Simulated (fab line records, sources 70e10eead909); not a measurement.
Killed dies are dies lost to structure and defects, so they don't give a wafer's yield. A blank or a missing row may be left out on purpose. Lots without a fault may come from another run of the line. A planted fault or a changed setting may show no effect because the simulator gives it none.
Chamber matching | flow nand_harc | NHARC_A_CONTACT_ETCH_102 on rie_diel-05: 4 sister chambers
The step etches the open film in CF4/O2, target depth 70 nm, overetch 7 nm, time 38.5 s. 18 wafers are shown with their chamber, then 9 later ones without.

WAFERS WITH THEIR CHAMBER
wafer  | chamber | showerhead_plenum_p_Torr (Torr) | drypump_motor_current_A (A) | oes_product_au (a.u.)
L081.1 | 3       | 1.29                            | 6.3                         | 0.997
L081.2 | 0       | 1.30                            | 6.3                         | 0.987
L081.3 | 1       | 1.42                            | 5.2                         | 0.989
L081.4 | 2       | 1.36                            | 6.3                         | 1.010
L081.5 | 3       | 1.29                            | 6.3                         | 0.998
L081.6 | 0       | 1.30                            | 6.3                         | 0.987
L085.1 | 2       | 1.35                            | 6.3                         | 0.993
L085.2 | 0       | 1.30                            | 6.3                         | 0.994
L085.3 | 1       | 1.42                            | 5.3                         | 0.980
L091.4 | 3       | 1.29                            | 6.3                         | 1.008
L091.5 | 2       | 1.35                            | 6.3                         | 0.993
L091.6 | 3       | 1.29                            | 6.3                         | 1.008
L090.2 | 3       | 1.29                            | 6.3                         | 1.006
L090.4 | 1       | 1.42                            | 5.2                         | 0.981
L090.5 | 1       | 1.42                            | 5.2                         | 0.981
L090.1 | 2       | 1.35                            | 6.3                         | 0.992
L090.3 | 0       | 1.30                            | 6.3                         | 0.984
L090.6 | 2       | 1.35                            | 6.2                         | 0.989

SIGNATURES (means of the wafers above)
reading                  | chamber 0 | chamber 1 | chamber 2 | chamber 3 | scatter within a chamber
showerhead_plenum_p_Torr | 1.3000    | 1.4200    | 1.3520    | 1.2900    | 0.00239
drypump_motor_current_A  | 6.300     | 5.225     | 6.280     | 6.300     | 0.0333
oes_product_au           | 0.98800   | 0.98275   | 0.99540   | 1.00340   | 0.00599
Rule: a wafer's distance from a chamber is the root of the sum, over the readings, of the square of ((its reading less the chamber's mean) divided by the reading's scatter). The wafer belongs to the nearest chamber; if the next one is less than 2 further off, it can't be placed. The scatter: the root of (the sum of the squares of (reading less its chamber's mean) over the shown wafers, divided by (wafers less chambers)).

WAFERS WITHOUT THEIR CHAMBER
wafer  | showerhead_plenum_p_Torr (Torr) | drypump_motor_current_A (A) | oes_product_au (a.u.)
L096.1 | 1.30                            | 6.3                         | 0.983
L096.2 | 1.35                            | 6.3                         | 0.993
L096.3 | 1.29                            | 6.3                         | 1.007
L096.4 | 1.42                            | 5.3                         | 0.989
L096.5 | 1.35                            | 6.2                         | 1.008
L096.6 | 1.42                            | 5.3                         | 0.994
L097.3 | 1.42                            | 5.3                         | 0.991
L097.4 | 1.35                            | 6.3                         | 0.996
L097.6 | 1.35                            | 6.3                         | 0.991

WHICH CHAMBER EACH WENT THROUGH
wafer  | from the rows above | in truth
L096.1 | 0                   | 0
L096.2 | 2                   | 2
L096.3 | 3                   | 3
L096.4 | 1                   | 1
L096.5 | 2                   | 2
L096.6 | 1                   | 1
L097.3 | 1                   | 1
L097.4 | 2                   | 2
L097.6 | 2                   | 2
Placed correctly: 9 of 9. Can't be placed from these rows: 0. Placed wrongly: 0.
